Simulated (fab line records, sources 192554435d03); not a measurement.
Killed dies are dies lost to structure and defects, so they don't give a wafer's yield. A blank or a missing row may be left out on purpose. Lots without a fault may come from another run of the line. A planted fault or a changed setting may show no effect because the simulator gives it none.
Split-lot experiment | flow n5_finfet | 7 lots, 39 wafers read, on a route of 1938 steps

THE SPLIT
At N5_DUMMY_GATE_ETCH_32 (etches SiO2 in CF4, target depth 3.5 nm, time 3.9 s), the setting time_s was moved away from the recipe's 3.9 s on 18 of the 39 wafers read, by -13.3% to +21.1%. The other wafers ran this setting at the recipe's value.

The reading is taken at the split's own step.

THE READING
etch.depth_nm (the simulator's own value, which no gauge read), in nm, at N5_DUMMY_GATE_ETCH_32 (etches SiO2 in CF4, target depth 3.5 nm, time 3.9 s). The file gives no usual value for it. The 21 wafers here that ran the recipe average 3.490 nm, standard deviation 0.076 nm.

wafer  | tool, chamber at the split | time_s as run, s | against the recipe | etch.depth_nm, nm | against lot-mates on the recipe
L076.1 | rie_si-01, 3               | 4.722            | +21.1%             | 4.193             | +0.781
L076.2 | rie_si-01, 2               | 3.9              | recipe             | 3.508             | -
L076.3 | rie_si-01, 1               | 3.9              | recipe             | 3.351             | -
L076.4 | rie_si-01, 0               | 4.722            | +21.1%             | 4.148             | +0.736
L076.5 | rie_si-01, 2               | 4.722            | +21.1%             | 4.231             | +0.819
L076.6 | rie_si-01, 1               | 3.9              | recipe             | 3.377             | -
L077.1 | rie_si-05, 2               | 3.9              | recipe             | 3.52              | -
L077.2 | rie_si-05, 1               | 3.383            | -13.3%             | 3.021             | -0.477
L077.3 | rie_si-05, 3               | 3.383            | -13.3%             | 2.945             | -0.553
L077.4 | rie_si-05, 0               | 3.383            | -13.3%             | 3.041             | -0.457
L077.5 | rie_si-05, 2               | 3.9              | recipe             | 3.558             | -
L077.6 | rie_si-05, 3               | 3.9              | recipe             | 3.416             | -
L078.1 | rie_si-01, 0               | 3.9              | recipe             | 3.428             | -
L078.2 | rie_si-01, 2               | 3.599            | -7.7%              | 3.223             | -0.215
L078.3 | rie_si-01, 3               | 3.9              | recipe             | 3.497             | -
L078.4 | rie_si-01, 1               | 3.9              | recipe             | 3.39              | -
L078.5 | rie_si-01, 2               | 3.599            | -7.7%              | 3.264             | -0.174
L078.6 | rie_si-01, 3               | 3.599            | -7.7%              | 3.211             | -0.227
L081.1 | rie_si-05, 0               | 3.9              | recipe             | 3.575             | -
L081.2 | rie_si-05, 1               | 3.9              | recipe             | 3.506             | -
L081.3 | rie_si-05, 3               | 4.683            | +20.1%             | 4.113             | +0.563
L081.4 | rie_si-05, 2               | 3.9              | recipe             | 3.569             | -
L081.5 | rie_si-05, 3               | 4.683            | +20.1%             | 4.121             | +0.571
L081.6 | rie_si-05, 2               | 4.683            | +20.1%             | 4.249             | +0.699
L082.3 | rie_si-01, 0               | 3.9              | recipe             | 3.411             | -
L082.4 | rie_si-01, 2               | 3.9              | recipe             | 3.503             | -
L082.6 | rie_si-01, 2               | 3.9              | recipe             | 3.513             | -
L090.1 | rie_si-01, 3               | 3.615            | -7.3%              | 3.267             | -0.199
L090.2 | rie_si-01, 1               | 3.9              | recipe             | 3.412             | -
L090.3 | rie_si-01, 0               | 3.615            | -7.3%              | 3.211             | -0.255
L090.4 | rie_si-01, 2               | 3.9              | recipe             | 3.542             | -
L090.5 | rie_si-01, 0               | 3.615            | -7.3%              | 3.204             | -0.262
L090.6 | rie_si-01, 1               | 3.9              | recipe             | 3.444             | -
L094.1 | rie_si-05, 2               | 4.256            | +9.1%              | 3.92              | +0.333
L094.2 | rie_si-05, 1               | 4.256            | +9.1%              | 3.803             | +0.216
L094.3 | rie_si-05, 0               | 3.9              | recipe             | 3.605             | -
L094.4 | rie_si-05, 3               | 4.256            | +9.1%              | 3.745             | +0.158
L094.5 | rie_si-05, 1               | 3.9              | recipe             | 3.531             | -
L094.6 | rie_si-05, 2               | 3.9              | recipe             | 3.625             | -

THE FIT
A straight line over all 39 wafers: etch.depth_nm changes by +0.0342 nm for each +1% of time_s; r = +0.98; the points scatter about the line by 0.068 nm.
The same after taking each lot's own level away (the mean of its wafers on the recipe; 39 wafers): +0.0335 nm for each +1%; r = +0.98; scatter 0.064 nm.
On that fit, the largest move of time_s shifts the reading by 0.71 nm.
The lots' own levels span 3.4120 to 3.5870 nm, that is 2.3 times the standard deviation above.
So the lot-to-lot level changes the slope little: the two slopes agree.
Check: with one of the wafers moved furthest among these (+21.1%) left out of the fit, the line predicts +0.69 nm for it against its lot-mates. It came out at +0.781 nm against them.

OTHER SPLITS ON THESE WAFERS
These wafers also went through other splits before the reading. Each is held against what the fit with the lots' levels taken away leaves over:
other split on the same wafers             | wafers away from the commonest value | r with etch.depth_nm (lot level and that fit taken away)
N5_FIN_SAQP_MANDREL_ETCH_22 target_depth_a | 9                                    | +0.11
N5_DUMMY_GATE_EXPOSE_12 dose_mj            | 15                                   | -0.18

THE FILE'S OWN FIT
etch.depth_nm changes by +0.0334 nm for each +1% of time_s, r = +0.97.
